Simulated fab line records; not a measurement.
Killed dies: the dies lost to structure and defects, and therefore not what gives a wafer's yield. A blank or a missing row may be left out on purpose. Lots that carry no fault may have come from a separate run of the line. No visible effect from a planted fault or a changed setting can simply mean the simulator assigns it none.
fab line records | flow n5-finfet | part 2 of 2: steps 25 to 35 of 35
[record] lots = 5 | wafers = 15 | last-day = 18
route steps=1938 shown BEOL_M0@729 BEOL_M1@751
lots untouched by any fault: they come from a run of this same line in which no faults occurred
start-h: hours from the record's first day to the start of the lot's first wafer shown | wait-h: hours since the lot's step before | " repeats the value in the row above | L1.1+2: several wafers, shown together as one row | - either no value or no given start | * or withheld: withheld | < > ~ a bound
route shown NAME@n: NAME is a module with steps in the file, n the number in the route of the first one | usual: mean and standard deviation over wafers with no fault | same: alike in all rows | chamber/n: place in a boat | sites: the reading at each site | _std_site: the standard deviation of these | _edge_site: the outer-site mean with the inner-site mean subtracted | radius-mm: how far each site lies from the wafer's centre | mask NAME#n: copy n | behind: the last tool/chamber to shape the wafer | hold: reason for holding the lot/hours on hold/outcome of the hold | device: names the non-switching transistor (n, p or np) | end of line: the route-end tests of the same wafers | where a step has no rows: the recipe by itself | killed: the dies lost at the first sort to structure and to defects; this is not the yield of the wafer | map: shows each die of a wafer: x if killed, . if not, _ if none is there
set.NAME: the setting the step ran with; set.NAME@STEP: the setting that earlier step ran with | model.NAME: the simulator's own value behind a step, which no gauge read
a table for each step, a row for each wafer; lots at some steps of the route
services: when a tool's chamber went out of use (start-h, in hours from the record's first day, below 0 if earlier), for how many hours, and the reason
[[steps]]
[step N5_BEOL_M1_HM_DEP_02]
[recipe] material = TiN | target-thk-a = 200 | temp-c = 25 | chamber-pressure-pa = 0.49996
[usual] throttle-valve-pct = 30.3/1.3
lot.wafer | tool           | chamber | start-h | wait-h | throttle-valve-pct
L080.1    | pvd-sputter-02 | -       | 160.02  | 3.7    | 28.4
L080.3    | "              | -       | "       | "      | 29.9
L080.4    | "              | -       | "       | "      | 31.4
L081.2    | pvd-sputter-03 | -       | 164.85  | 0.6    | 30.1
L081.4    | "              | -       | "       | "      | 29.0
L081.5    | "              | -       | "       | "      | 31.1
L083.2    | pvd-sputter-03 | -       | 171.91  | 0.8    | 29.3
L083.3    | "              | -       | "       | "      | 30.7
L083.6    | "              | -       | "       | "      | 29.3
L088.1    | pvd-sputter-01 | -       | 204.15  | 1.1    | 29.8
L088.4    | "              | -       | "       | "      | 33.3
L088.6    | "              | -       | "       | "      | 32.9
L094.4    | pvd-sputter-02 | -       | 243.08  | 2.1    | 29.7
L094.5    | "              | -       | "       | "      | 28.5
L094.6    | "              | -       | "       | "      | 29.9
[step N5_BEOL_M1_COAT_61]
[recipe] resist = SOC | temp-c = 250 | time-s = 60 | spin-rpm = 1500 | resist-thk-nm = 60
[usual] resist-line-temp-C = 23.00/0.12
lot.wafer | tool           | chamber | start-h | wait-h | resist-line-temp-C
L080.1    | litho-track-02 | 0       | 160.15  | 0.1    | 23.13
L080.3    | "              | 0       | "       | "      | 23.19
L080.4    | "              | 0       | "       | "      | 23.34
L081.2    | litho-track-04 | 0       | 164.98  | 0.1    | 23.11
L081.4    | "              | 0       | "       | "      | 22.85
L081.5    | "              | 0       | "       | "      | 23.01
L083.2    | litho-track-02 | 0       | 172.04  | 0.1    | 23.00
L083.3    | "              | 0       | "       | "      | 23.08
L083.6    | "              | 0       | "       | "      | 23.07
L088.1    | litho-track-02 | 0       | 204.28  | 0.1    | 22.83
L088.4    | "              | 0       | "       | "      | 22.86
L088.6    | "              | 0       | "       | "      | 23.02
L094.4    | litho-track-01 | 0       | 243.21  | 0.1    | 23.01
L094.5    | "              | 0       | "       | "      | 22.86
L094.6    | "              | 0       | "       | "      | 22.76
[step N5_BEOL_M1_COAT_62]
[recipe] resist = SiARC | temp-c = 220 | time-s = 60 | spin-rpm = 1500 | resist-thk-nm = 12
[usual] resist-line-temp-C = 23.00/0.12
lot.wafer | tool           | chamber | start-h | wait-h | resist-line-temp-C
L080.1    | litho-track-02 | 0       | -       | -      | 23.08
L080.3    | "              | 0       | "       | "      | 23.04
L080.4    | "              | 0       | "       | "      | 23.36
L081.2    | litho-track-04 | 0       | -       | -      | 22.87
L081.4    | "              | 0       | "       | "      | 22.85
L081.5    | "              | 0       | "       | "      | 22.92
L083.2    | litho-track-02 | 0       | -       | -      | 22.96
L083.3    | "              | 0       | "       | "      | 23.08
L083.6    | "              | 0       | "       | "      | 23.10
L088.1    | litho-track-02 | 0       | -       | -      | 23.08
L088.4    | "              | 0       | "       | "      | 23.22
L088.6    | "              | 0       | "       | "      | 23.20
L094.4    | litho-track-01 | 0       | -       | -      | 23.21
L094.5    | "              | 0       | "       | "      | 23.09
L094.6    | "              | 0       | "       | "      | 23.14
[step N5_BEOL_M1_COAT_73]
[recipe] resist = underlayer | temp-c = 205 | time-s = 60 | spin-rpm = 1500 | resist-thk-nm = 5
[usual] resist-line-temp-C = 23.00/0.12
lot.wafer | tool           | chamber | start-h | wait-h | resist-line-temp-C
L080.1    | litho-track-02 | 0       | -       | -      | 22.95
L080.3    | "              | 0       | "       | "      | 23.02
L080.4    | "              | 0       | "       | "      | 23.14
L081.2    | litho-track-04 | 0       | -       | -      | 23.05
L081.4    | "              | 0       | "       | "      | 22.84
L081.5    | "              | 0       | "       | "      | 23.14
L083.2    | litho-track-02 | 0       | -       | -      | 23.01
L083.3    | "              | 0       | "       | "      | 23.10
L083.6    | "              | 0       | "       | "      | 23.05
L088.1    | litho-track-02 | 0       | -       | -      | 23.05
L088.4    | "              | 0       | "       | "      | 22.90
L088.6    | "              | 0       | "       | "      | 22.88
L094.4    | litho-track-01 | 0       | -       | -      | 22.81
L094.5    | "              | 0       | "       | "      | 22.79
L094.6    | "              | 0       | "       | "      | 22.77
[step N5_BEOL_M1_COAT_05]
[recipe] resist = CAR-EUV | spin-rpm = 1500 | resist-thk-nm = 30
[usual] resist-line-temp-C = 22.99/0.098
lot.wafer | tool           | chamber | start-h | wait-h | resist-line-temp-C
L080.1    | litho-track-02 | 0       | -       | -      | 22.74
L080.3    | "              | 0       | "       | "      | 22.85
L080.4    | "              | 0       | "       | "      | 22.98
L081.2    | litho-track-04 | 0       | -       | -      | 23.10
L081.4    | "              | 0       | "       | "      | 23.16
L081.5    | "              | 0       | "       | "      | 23.00
L083.2    | litho-track-02 | 0       | -       | -      | 22.89
L083.3    | "              | 0       | "       | "      | 22.96
L083.6    | "              | 0       | "       | "      | 22.88
L088.1    | litho-track-02 | 0       | -       | -      | 22.96
L088.4    | "              | 0       | "       | "      | 22.79
L088.6    | "              | 0       | "       | "      | 23.02
L094.4    | litho-track-01 | 0       | -       | -      | 22.98
L094.5    | "              | 0       | "       | "      | 23.06
L094.6    | "              | 0       | "       | "      | 23.12
[step N5_BEOL_M1_EBR_07]
[recipe] solvent = PGMEA | ebr-width-mm = 1.5
[usual] resist-line-temp-C = 22.99/0.11
lot.wafer | tool           | chamber | start-h | wait-h | resist-line-temp-C
L080.1    | litho-track-02 | 0       | -       | -      | 23.02
L080.3    | "              | 0       | "       | "      | 22.95
L080.4    | "              | 0       | "       | "      | 23.16
L081.2    | litho-track-04 | 0       | -       | -      | 23.11
L081.4    | "              | 0       | "       | "      | 23.23
L081.5    | "              | 0       | "       | "      | 23.03
L083.2    | litho-track-02 | 0       | -       | -      | 23.07
L083.3    | "              | 0       | "       | "      | 23.01
L083.6    | "              | 0       | "       | "      | 23.10
L088.1    | litho-track-02 | 0       | -       | -      | 22.88
L088.4    | "              | 0       | "       | "      | 22.87
L088.6    | "              | 0       | "       | "      | 22.90
L094.4    | litho-track-01 | 0       | -       | -      | 23.01
L094.5    | "              | 0       | "       | "      | 22.87
L094.6    | "              | 0       | "       | "      | 22.96
[step N5_BEOL_M1_SOFTBAKE_06]
[recipe] temp-c = 110 | time-s = 60 | resist = CAR-EUV
[usual] resist-line-temp-C = 22.99/0.1
lot.wafer | tool           | chamber | start-h | wait-h | resist-line-temp-C
L080.1    | litho-track-02 | 0       | -       | -      | 22.88
L080.3    | "              | 0       | "       | "      | 23.05
L080.4    | "              | 0       | "       | "      | 22.99
L081.2    | litho-track-04 | 0       | -       | -      | 22.92
L081.4    | "              | 0       | "       | "      | 22.79
L081.5    | "              | 0       | "       | "      | 22.89
L083.2    | litho-track-02 | 0       | -       | -      | 22.88
L083.3    | "              | 0       | "       | "      | 22.80
L083.6    | "              | 0       | "       | "      | 22.75
L088.1    | litho-track-02 | 0       | -       | -      | 23.02
L088.4    | "              | 0       | "       | "      | 22.93
L088.6    | "              | 0       | "       | "      | 23.04
L094.4    | litho-track-01 | 0       | -       | -      | 23.01
L094.5    | "              | 0       | "       | "      | 22.99
L094.6    | "              | 0       | "       | "      | 23.00
[step N5_BEOL_M1_EXPOSE_08]
[recipe] mask-id = M1 | na = 0.33 | source-shape = dipole | sigma-inner = 0.369 | sigma-outer = 0.767 | polarization = unpolarized | dose-mj = 33
lot.wafer  | tool           | chamber | start-h | wait-h | mask
L080.1+3+4 | euv-scanner-02 | 0       | 160.41  | -      | M1#0
L081.2+4+5 | euv-scanner-01 | 0       | 165.24  | -      | M1#0
L083.2+3+6 | euv-scanner-01 | 0       | 172.31  | -      | M1#0
L088.1+4+6 | euv-scanner-02 | 0       | 204.42  | -      | M1#0
L094.4+5+6 | euv-scanner-02 | 0       | 243.48  | -      | M1#0
[step N5_BEOL_M1_PEB_09]
[recipe] peb-temp-c = 100 | peb-time-s = 60 | resist = CAR-EUV
[usual] resist-line-temp-C = 23.02/0.11
lot.wafer | tool           | chamber | start-h | wait-h | resist-line-temp-C
L080.1    | litho-track-01 | 0       | 160.47  | 0.1    | 23.02
L080.3    | "              | 0       | "       | "      | 22.93
L080.4    | "              | 0       | "       | "      | 22.83
L081.2    | litho-track-04 | 0       | 165.30  | 0.0    | 23.09
L081.4    | "              | 0       | "       | "      | 23.07
L081.5    | "              | 0       | "       | "      | 23.04
L083.2    | litho-track-02 | 0       | 172.36  | 0.0    | 22.61
L083.3    | "              | 0       | "       | "      | 22.74
L083.6    | "              | 0       | "       | "      | 22.91
L088.1    | litho-track-02 | 0       | 204.48  | 0.1    | 22.94
L088.4    | "              | 0       | "       | "      | 23.06
L088.6    | "              | 0       | "       | "      | 22.99
L094.4    | litho-track-01 | 0       | 243.53  | 0.0    | 22.94
L094.5    | "              | 0       | "       | "      | 22.85
L094.6    | "              | 0       | "       | "      | 22.95
[step N5_BEOL_M1_DEVELOP_10]
[recipe] develop-time-s = 30 | developer = TMAH | resist = CAR-EUV | rinse-liquid = surfactant-rinse | dry = air-spin | dev-temp-c = 23
[usual] resist-line-temp-C = 22.99/0.099
lot.wafer | tool           | chamber | start-h | wait-h | resist-line-temp-C
L080.1    | litho-track-01 | 0       | -       | -      | 23.13
L080.3    | "              | 0       | "       | "      | 22.92
L080.4    | "              | 0       | "       | "      | 22.88
L081.2    | litho-track-04 | 0       | -       | -      | 23.11
L081.4    | "              | 0       | "       | "      | 23.19
L081.5    | "              | 0       | "       | "      | 22.86
L083.2    | litho-track-02 | 0       | -       | -      | 22.94
L083.3    | "              | 0       | "       | "      | 23.02
L083.6    | "              | 0       | "       | "      | 22.92
L088.1    | litho-track-02 | 0       | -       | -      | 23.08
L088.4    | "              | 0       | "       | "      | 23.16
L088.6    | "              | 0       | "       | "      | 23.06
L094.4    | litho-track-01 | 0       | -       | -      | 22.93
L094.5    | "              | 0       | "       | "      | 23.09
L094.6    | "              | 0       | "       | "      | 23.00
[step N5_BEOL_M1_CD_MEAS_11]
[recipe] target-cd-nm = 17.05 | landing-energy-ev = 500 | detector = se-inlens | polarity = opening
[usual] cd-nm = 17.00/0.24
lot.wafer | tool      | chamber | start-h | wait-h | cd-nm
L080.1    | cd-sem-01 | 0       | 160.54  | -      | 17.27
L080.3    | "         | 0       | "       | "      | 17.15
L080.4    | "         | 0       | "       | "      | 16.72
L081.2    | cd-sem-01 | 0       | 165.36  | -      | 17.04
L081.4    | "         | 0       | "       | "      | 17.26
L081.5    | "         | 0       | "       | "      | 16.93
L083.2    | cd-sem-01 | 0       | 172.43  | -      | 17.04
L083.3    | "         | 0       | "       | "      | 17.10
L083.6    | "         | 0       | "       | "      | 17.12
L088.1    | cd-sem-01 | 0       | 204.54  | -      | 17.18
L088.4    | "         | 0       | "       | "      | 16.62
L088.6    | "         | 0       | "       | "      | 17.05
L094.4    | cd-sem-02 | 0       | 243.60  | -      | 17.42
L094.5    | "         | 0       | "       | "      | 17.17
L094.6    | "         | 0       | "       | "      | 16.82
[[services]]
tool           | chamber | start-h | hours | kind
euv-scanner-02 | -       | 131.37  | 1.0   | pm
ecd-cu-01      | -       | 139.34  | 3.2   | pm
cvd-co-01      | -       | 143.79  | 1.0   | repair
euv-scanner-01 | -       | 146.62  | 1.0   | pm
euv-scanner-02 | -       | 147.81  | 3.5   | repair
pvd-sputter-03 | -       | 157.03  | 5.4   | repair
cmp-04         | -       | 168.18  | 4.9   | pm
cvd-co-01      | -       | 178.62  | 0.5   | repair
ald-metal-04   | 3       | 181.45  | 1.9   | repair
ald-metal-04   | 0       | 182.76  | 5.5   | repair
euv-scanner-02 | -       | 187.52  | 1.0   | pm
euv-scanner-02 | -       | 190.04  | 4.6   | pm
euv-scanner-02 | -       | 196.55  | 0.1   | repair
ald-metal-04   | -       | 200.95  | 14.6  | pm
euv-scanner-01 | -       | 202.77  | 1.0   | pm
euv-scanner-01 | -       | 203.78  | 12.0  | pm
pecvd-02       | -       | 203.84  | 3.3   | repair
pecvd-02       | 0       | 207.51  | 13.8  | repair
pecvd-03       | 0       | 211.56  | 3.5   | repair
euv-scanner-01 | -       | 219.59  | 4.6   | pm
cvd-co-01      | -       | 219.89  | 0.2   | repair
pecvd-03       | -       | 222.51  | 6.0   | pm
ald-metal-04   | 2       | 227.97  | 5.6   | repair
pvd-sputter-02 | -       | 229.10  | 4.9   | repair
